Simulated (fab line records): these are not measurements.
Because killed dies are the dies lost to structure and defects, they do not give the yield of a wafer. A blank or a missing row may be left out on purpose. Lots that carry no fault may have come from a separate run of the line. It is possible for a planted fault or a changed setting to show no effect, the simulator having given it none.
fab line records	flow n5_finfet
record lots=9	wafers=25	last_day=19
route steps=1938 shown ZERO_LAYER@9 WELL_APT@31 PMOS_HMC_CHANNEL_EPI@65 BEOL_M4@1111 PASSIVATION@1936
lots untouched by any fault: they come from a run of this same line in which no faults occurred
start_h: the number of hours between the record's first day and the start of the first shown wafer of the lot	wait_h: hours from the lot's prior step to this one	" identical to the entry in the row above	L1.1+2: a single row standing in for several wafers	- no value, or no start was given	* or withheld: withheld	< > ~ a bound
route shown NAME@n: names a module that has steps shown in the file, with the first one's number in the route	usual: mean/standard deviation of fault-free wafers	same: alike in all rows	chamber/n: place in a boat	sites: each site's reading	_std_site: the standard deviation of these	_edge_site: the outer-site mean with the inner-site mean subtracted	radius_mm: how far each site lies from the wafer's centre	mask NAME#n: copy n	behind: the last tool/chamber to shape the wafer	hold: why the lot went on hold/how many hours it stayed there/how the hold came to an end	device: which transistor (n, p or np) failed to switch	end of line: the route-end tests of the same wafers	a step without rows: its recipe alone	killed: dies that structure and defects cost at the first sort, which is not the same as the wafer's yield	map: a wafer's dies, marking killed ones x, the rest . and places with no die _
set.NAME: setting as actually run; set.NAME@STEP: the setting as run at that earlier step	model.NAME: the simulator's own value behind a step, which no gauge read
one table for each step of the route and one row for each wafer, over a sample of lots
services: from which hour (start_h, from the record's first day; less than 0 if before it) a tool's chamber was out of use, for how many hours, and why
## steps
# step N5_ZERO_LAYER_EXPOSE_08
# recipe mask_id=ZERO	na=0.55	source_shape=conventional	sigma_outer=0.8	polarization=unpolarized	defocus_nm=0	target_cd_nm=2000	dose_mj=16.2
# usual exposure_dose_mJ_cm2=16.193/0.015
# same sigma_outer=0.8
lot.wafer	tool	chamber	start_h	wait_h	mask	exposure_dose_mJ_cm2
L713.1	krf_scanner-02	0	18.48	-	ZERO#0	16.210
L713.4	"	0	"	"	ZERO#0	16.198
L713.5	"	0	"	"	ZERO#0	16.196
L714.1	krf_scanner-02	0	24.52	-	ZERO#0	16.187
L714.5	"	0	"	"	ZERO#0	16.190
L714.6	"	0	"	"	ZERO#0	16.196
L716.5	krf_scanner-02	0	36.78	-	ZERO#0	16.211
L716.6	"	0	"	"	ZERO#0	16.174
L717.3	krf_scanner-02	0	42.48	-	ZERO#0	16.204
L717.6	"	0	"	"	ZERO#0	16.219
L724.1	krf_scanner-01	0	84.46	-	ZERO#0	16.202
L724.4	"	0	"	"	ZERO#0	16.196
L724.5	"	0	"	"	ZERO#0	16.209
L725.1	krf_scanner-01	0	90.47	-	ZERO#0	16.189
L725.5	"	0	"	"	ZERO#0	16.185
L725.6	"	0	"	"	ZERO#0	16.178
L729.3	krf_scanner-02	0	114.62	-	ZERO#0	16.192
L729.4	"	0	"	"	ZERO#0	16.183
L729.5	"	0	"	"	ZERO#0	16.197
L730.1	krf_scanner-02	0	120.46	-	ZERO#0	16.163
L730.3	"	0	"	"	ZERO#0	16.202
L730.5	"	0	"	"	ZERO#0	16.183
L735.2	krf_scanner-02	0	150.60	-	ZERO#0	16.187
L735.4	"	0	"	"	ZERO#0	16.192
L735.6	"	0	"	"	ZERO#0	16.168
# step N5_ZERO_LAYER_CD_MEAS_11
# recipe target_cd_nm=2000	landing_energy_ev=500	detector=se_inlens
# usual cd_nm=1998.7/1.6
lot.wafer	tool	chamber	start_h	wait_h	cd_nm
L713.1	cd_sem-03	0	18.66	-	1997.7
L713.4	"	0	"	"	1998.8
L713.5	"	0	"	"	2001.3
L714.1	cd_sem-03	0	24.69	-	1997.9
L714.5	"	0	"	"	2009.6
L714.6	"	0	"	"	1998.8
L716.5	cd_sem-02	0	36.94	-	2010.5
L716.6	"	0	"	"	1998.6
L717.3	cd_sem-02	0	42.64	-	2007.7
L717.6	"	0	"	"	2001.7
L724.1	cd_sem-03	0	84.64	-	1998.1
L724.4	"	0	"	"	1998.3
L724.5	"	0	"	"	1999.1
L725.1	cd_sem-03	0	90.64	-	1999.8
L725.5	"	0	"	"	2001.6
L725.6	"	0	"	"	2001.4
L729.3	cd_sem-02	0	114.80	-	1997.7
L729.4	"	0	"	"	1998.9
L729.5	"	0	"	"	1999.6
L730.1	cd_sem-02	0	120.64	-	1998.6
L730.3	"	0	"	"	1998.4
L730.5	"	0	"	"	1997.0
L735.2	cd_sem-03	0	150.77	-	1998.7
L735.4	"	0	"	"	1998.9
L735.6	"	0	"	"	1998.4
# step N5_WELL_APT_DESCUM_13
# recipe chemistry=O2	time_s=7.9	source_power_w=50	bias_power_w=20	pressure_mtorr=20	rf_frequency_hz=2.712e+07	temp_c=40	o2_flow_sccm=225
# usual drypump_motor_current_A=5.8/0.37	oes_product_au=0.79/0.083	rf_vpp_V=243.3/1.8	showerhead_plenum_p_Torr=2.11/0.1	throttle_valve_pct=20.33/0.17
lot.wafer	tool	chamber	start_h	wait_h	drypump_motor_current_A	oes_product_au	rf_hours_counter_h	rf_vpp_V	showerhead_plenum_p_Torr	throttle_valve_pct
L713.1	rie_diel-02	2	19.79	0.0	6.4	0.69	200	243.5	2.07	20.51
L713.4	"	0	"	"	5.3	0.69	243	240.2	1.97	20.43
L713.5	"	0	"	"	5.3	0.70	-	241.2	1.97	20.42
L714.1	rie_diel-04	1	26.57	0.8	6.1	0.78	153	240.8	2.00	20.15
L714.5	"	3	"	"	6.0	0.79	-	243.2	2.10	20.26
L714.6	"	1	"	"	6.1	0.78	-	241.2	2.00	20.16
L716.5	rie_diel-04	2	38.29	0.1	6.1	1.00	-	242.5	2.05	20.43
L716.6	"	3	"	"	6.0	0.78	-	244.0	2.10	20.27
L717.3	rie_diel-04	3	43.93	0.0	6.0	0.77	150	243.7	2.09	20.29
L717.6	"	1	"	"	6.1	0.77	-	241.0	1.99	20.17
L724.1	rie_diel-04	0	85.83	0.0	6.4	0.96	12	245.6	2.24	20.17
L724.4	"	2	"	"	6.1	0.93	22	243.3	2.04	20.45
L724.5	"	3	"	"	6.0	0.75	-	241.1	2.09	20.30
L725.1	rie_diel-04	1	91.78	0.0	6.1	0.75	178	241.3	1.99	20.19
L725.5	"	3	"	"	6.0	0.75	-	242.5	2.09	20.30
L725.6	"	0	"	"	6.4	0.95	-	244.8	2.24	20.19
L729.3	rie_diel-02	1	116.03	0.1	5.5	0.83	60	244.8	2.21	20.30
L729.4	"	1	"	"	5.5	0.83	-	244.9	2.21	20.29
L729.5	"	3	"	"	5.9	0.75	-	245.3	2.17	20.19
L730.1	rie_diel-04	3	121.87	0.2	6.0	0.75	180	243.6	2.08	20.31
L730.3	"	1	"	"	6.1	0.75	190	240.9	1.98	20.21
L730.5	"	2	"	"	6.1	0.90	-	243.9	2.03	20.47
L735.2	rie_diel-02	3	151.77	0.0	5.9	0.74	178	242.9	2.17	20.20
L735.4	"	1	"	"	5.4	0.83	73	245.6	2.21	20.31
L735.6	"	0	"	"	5.3	0.88	-	245.6	2.22	20.14
# step N5_PMOS_HMC_CHANNEL_EPI_CD_MEAS_09
# recipe target_cd_nm=237.4	landing_energy_ev=500	detector=se_inlens
# usual cd_nm=237.8/0.73
lot.wafer	tool	chamber	start_h	wait_h	cd_nm
L713.1	cd_sem-02	0	23.19	-	237.5
L713.4	"	0	"	"	237.9
L713.5	"	0	"	"	238.9
L714.1	cd_sem-01	0	30.25	-	236.8
L714.5	"	0	"	"	237.4
L714.6	"	0	"	"	236.8
L716.5	cd_sem-03	0	41.61	-	237.8
L716.6	"	0	"	"	237.1
L717.3	cd_sem-01	0	47.28	-	236.9
L717.6	"	0	"	"	237.5
L724.1	cd_sem-01	0	89.04	-	238.1
L724.4	"	0	"	"	238.4
L724.5	"	0	"	"	236.9
L725.1	cd_sem-03	0	94.93	-	237.4
L725.5	"	0	"	"	237.2
L725.6	"	0	"	"	237.4
L729.3	cd_sem-03	0	119.33	-	238.0
L729.4	"	0	"	"	238.8
L729.5	"	0	"	"	237.6
L730.1	cd_sem-01	0	125.27	-	236.7
L730.3	"	0	"	"	236.7
L730.5	"	0	"	"	237.7
L735.2	cd_sem-03	0	154.97	-	237.3
L735.4	"	0	"	"	238.0
L735.6	"	0	"	"	238.2
# step N5_PMOS_HMC_CHANNEL_EPI_DESCUM_14
# recipe chemistry=O2	time_s=7.9	source_power_w=50	bias_power_w=20	pressure_mtorr=20	rf_frequency_hz=2.712e+07	temp_c=40	resist=CAR-ArF-block	o2_flow_sccm=225
# usual drypump_motor_current_A=5.54/0.3	oes_product_au=0.80/0.082	rf_vpp_V=243.1/1.5	showerhead_plenum_p_Torr=2.09/0.076	throttle_valve_pct=20.33/0.26
lot.wafer	tool	chamber	start_h	wait_h	drypump_motor_current_A	oes_product_au	rf_hours_counter_h	rf_vpp_V	showerhead_plenum_p_Torr	throttle_valve_pct
L713.1	rie_diel-03	0	23.28	0.0	5.55	0.75	159	242.7	2.09	20.19
L713.4	"	3	"	"	5.70	0.73	178	243.1	2.09	20.65
L713.5	"	0	"	"	5.55	0.76	-	243.6	2.09	20.19
L714.1	rie_diel-01	1	30.76	0.5	5.58	0.76	168	244.7	2.18	20.41
L714.5	"	2	"	"	5.69	0.75	-	243.0	2.09	20.50
L714.6	"	3	"	"	5.66	0.82	-	242.2	2.03	20.00
L716.5	rie_diel-06	2	41.95	0.3	6.01	0.83	-	246.6	2.21	20.08
L716.6	"	1	"	"	5.98	0.66	-	244.4	2.15	20.43
L717.3	rie_diel-03	3	47.37	0.0	5.71	0.74	185	244.0	2.09	20.67
L717.6	"	3	"	"	5.71	0.73	-	243.0	2.09	20.67
L724.1	rie_diel-03	3	89.12	0.0	5.68	0.72	197	243.8	2.08	20.67
L724.4	"	1	"	"	5.22	0.79	109	239.6	1.93	20.09
L724.5	"	1	"	"	5.24	0.80	-	240.9	1.93	20.09
L725.1	rie_diel-06	1	95.01	0.0	5.97	0.99	2	244.3	2.14	20.07
L725.5	"	2	"	"	5.96	0.82	-	245.2	2.21	20.10
L725.6	"	1	"	"	5.96	0.99	-	243.5	2.14	20.08
L729.3	rie_diel-06	0	119.41	0.0	5.44	0.92	35	243.8	2.14	20.11
L729.4	"	3	"	"	5.05	0.73	196	240.6	1.99	20.42
L729.5	"	1	"	"	5.96	0.95	-	245.4	2.14	20.10
L730.1	rie_diel-06	3	125.35	0.0	5.07	0.73	198	242.2	1.99	20.42
L730.3	"	2	"	"	5.97	0.81	92	245.3	2.20	20.10
L730.5	"	1	"	"	5.97	0.95	-	243.3	2.14	20.10
L735.2	rie_diel-03	1	155.09	0.0	5.24	0.78	128	240.6	1.93	20.14
L735.4	"	1	"	"	5.23	0.78	-	241.7	1.93	20.12
L735.6	"	3	"	"	5.68	0.71	-	242.6	2.07	20.71
# step N5_BEOL_M4_RC_MEAS_101
# usual DIBL_N=35.9/1.3	DIBL_P=35.9/1.5	IOFF_N=0.152/0.023	IOFF_P=0.204/0.027	ION_N=673/9.2	ION_P=462/6.7	SS_N=71.4/0.48	SS_P=73.2/0.55	VT_N=250.3/2.6	VT_P=-250.6/3
lot.wafer	tool	chamber	start_h	wait_h	DIBL_N[mV/V]	DIBL_P[mV/V]	IOFF_N[nA/um]	IOFF_P[nA/um]	ION_N[uA/um]	ION_P[uA/um]	SS_N[mV/dec]	SS_P[mV/dec]	VT_N[mV]	VT_P[mV]
L713.1	prober-01	0	186.74	0.0	35.9	36.2	0.177	0.208	682	458	71.3	73.9	246.9	-250.4
L713.4	"	0	"	"	35.3	35.8	0.163	0.198	679	459	71.8	73.7	248.9	-251.5
L713.5	"	0	"	"	34.9	36.1	0.159	0.204	676	464	70.8	73.1	248.7	-252.7
L714.1	prober-02	0	188.38	0.0	33.8	34.7	0.143	0.199	667	461	71.0	72.4	250.9	-250.0
L714.5	"	0	"	"	33.5	34.5	0.133	0.186	672	464	71.5	72.5	250.1	-250.8
L714.6	"	0	"	"	33.9	35.1	0.139	0.199	663	464	70.9	72.8	250.9	-250.2
L717.3	prober-01	0	208.75	0.3	36.4	35.8	0.154	0.200	679	463	72.0	73.5	249.3	-250.5
L717.6	"	0	"	"	35.5	35.5	0.135	0.189	666	463	71.7	72.9	249.8	-253.4
L716.5	prober-01	0	213.67	0.6	35.3	34.7	0.122	0.159	676	453	70.6	72.6	253.1	-254.0
L716.6	"	0	"	"	37.3	38.1	0.162	0.214	685	469	71.8	73.6	251.9	-250.3
L724.1	prober-01	0	249.16	0.0	34.3	33.5	0.154	0.211	683	472	71.5	72.7	248.0	-249.9
L724.4	"	0	"	"	35.1	33.7	0.163	0.210	681	463	71.7	73.3	248.1	-249.2
L724.5	"	0	"	"	34.8	34.6	0.161	0.225	679	470	71.2	74.5	249.0	-248.3
L725.1	prober-02	0	274.88	0.0	36.3	33.9	0.147	0.227	669	472	71.5	72.4	248.6	-244.2
L725.5	"	0	"	"	36.9	34.5	0.148	0.227	678	467	71.1	73.4	251.3	-247.5
L725.6	"	0	"	"	38.0	36.4	0.184	0.275	692	477	71.6	73.6	247.6	-243.5
L730.1	prober-02	0	302.23	0.0	34.5	36.0	0.143	0.198	681	470	71.5	73.3	252.2	-248.9
L730.3	"	0	"	"	33.8	35.6	0.137	0.187	665	466	71.2	73.1	253.1	-253.0
L730.5	"	0	"	"	35.7	37.6	0.164	0.223	681	467	71.5	73.5	249.4	-251.9
L729.3	prober-01	0	302.78	0.3	36.5	36.9	0.146	0.178	671	459	70.9	73.0	250.3	-251.8
L729.4	"	0	"	"	36.6	37.0	0.141	0.178	660	451	70.4	72.9	250.9	-254.6
L729.5	"	0	"	"	36.1	36.0	0.139	0.168	674	457	71.4	73.4	249.9	-253.8
L735.2	prober-02	0	334.79	0.2	35.3	34.3	0.134	0.219	657	466	71.6	73.2	252.8	-247.0
L735.4	"	0	"	"	35.2	34.4	0.130	0.216	667	471	71.4	72.1	249.9	-247.9
L735.6	"	0	"	"	35.9	35.3	0.146	0.240	678	477	71.1	73.7	251.0	-244.7
# step N5_PASSIVATION_PROBE_49
# usual defect_limited_yield=91.0/1.5	killed_at_M0_to_M3=37/12	killed_at_M4_up=13/5	killed_at_contacts=13/6.1	killed_at_front_end=39/11	killed_at_other=4/3.2	killed_dies=106/17	killed_open=69/12	killed_short=35/7.9	sort_bin_5_function=5.3/1	sort_bin_6_memory=3.3/0.68	sort_n_pass=1074/17	sort_yield_pct=91.0/1.5
# same gross_dies=1180	killed_at_back_side=0	sort_bin_4_leakage[%]=0	sort_bin_8_speed[%]=0
lot.wafer	tool	chamber	start_h	wait_h	defect_limited_yield[%]	killed_at_M0_to_M3	killed_at_M4_up	killed_at_contacts	killed_at_front_end	killed_at_other	killed_dies	killed_open	killed_short	sort_bin_5_function[%]	sort_bin_6_memory[%]	sort_n_pass	sort_yield_pct[%]
L717.3	prober-01	-	307.47	0.1	92.5	41	9	7	24	8	89	59	27	4.2	3.1	1091	92.5
L717.6	prober-01	-	307.62	0.3	90.6	35	21	9	33	13	111	72	38	5.5	3.6	1069	90.6
# killed by level:class
L717.3 BEOL_M0_SAQP:geometric_particle:open=15 BEOL_M0_SAQP:geometric_particle:short=7 STI_FIN_REVEAL:geometric_particle:open=6 BEOL_M3:geometric_particle:open=6 MOL_CONTACT_COAG:geometric_particle:open=5 BEOL_M2:geometric_particle:open=4 DUMMY_GATE:geometric_particle:open=3 BEOL_M1:geometric_particle:open=3
L717.6 BEOL_M0_SAQP:geometric_particle:open=15 STI_FIN_REVEAL:geometric_particle:open=10 BEOL_M0_SAQP:geometric_particle:short=7 MOL_CONTACT_COAG:geometric_particle:open=6 BEOL_M5:geometric_particle:open=6 BEOL_M4:geometric_particle:open=5 STI_FIN_REVEAL:geometric_particle:short=4 GATE_CUT:geometric_particle:short=4
## services
tool	chamber	start_h	hours	kind
rie_diel-04	2	-0.97	4.9	repair
rie_diel-01	2	0.33	15.5	repair
rie_diel-02	-	4.31	1.0	repair
krf_scanner-01	-	6.70	0.8	pm
krf_scanner-01	-	22.14	4.4	pm
rie_diel-02	2	26.16	26.8	repair
krf_scanner-02	-	44.53	4.0	pm
krf_scanner-02	-	48.55	1.0	pm
krf_scanner-01	-	50.22	1.0	pm
krf_scanner-02	-	55.34	1.3	pm
krf_scanner-02	-	62.33	0.8	pm
rie_diel-02	-	85.35	0.4	repair
krf_scanner-01	-	85.61	1.3	pm
rie_diel-03	3	91.98	1.4	repair
rie_diel-03	-	110.52	4.3	pm
rie_diel-02	2	113.74	6.6	repair
rie_diel-03	0	122.22	3.0	repair
rie_diel-03	0	125.87	9.6	repair
krf_scanner-02	-	126.56	7.2	repair
rie_diel-01	0	135.30	1.6	repair
krf_scanner-02	-	137.93	4.4	repair
rie_diel-06	2	146.56	6.0	repair
rie_diel-03	2	152.31	9.3	repair
krf_scanner-02	-	152.61	2.2	repair
## key
first_sign step=N5_ZERO_LAYER_CD_MEAS_11	reading=cd_nm	direction=up	sigmas=6.6	usual=1998.7	struck=2009.3
effect none on later readings
met_at N5_ZERO_LAYER_EXPOSE_08
struck_lots L714,L716,L717
struck_wafers L714.5,L716.5,L717.3
not_acting_at N5_WELL_APT_DESCUM_13,N5_PMOS_HMC_CHANNEL_EPI_CD_MEAS_09,N5_PMOS_HMC_CHANNEL_EPI_DESCUM_14
onset_between 18.48 24.52
fault kind=process_parameter_drift	tool=krf_scanner-02	chamber=-	onset_h=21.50	steps=N5_ZERO_LAYER_EXPOSE_08	channel=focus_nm	offset=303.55	shape=step	end_h=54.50	scope=struck_wafers_only
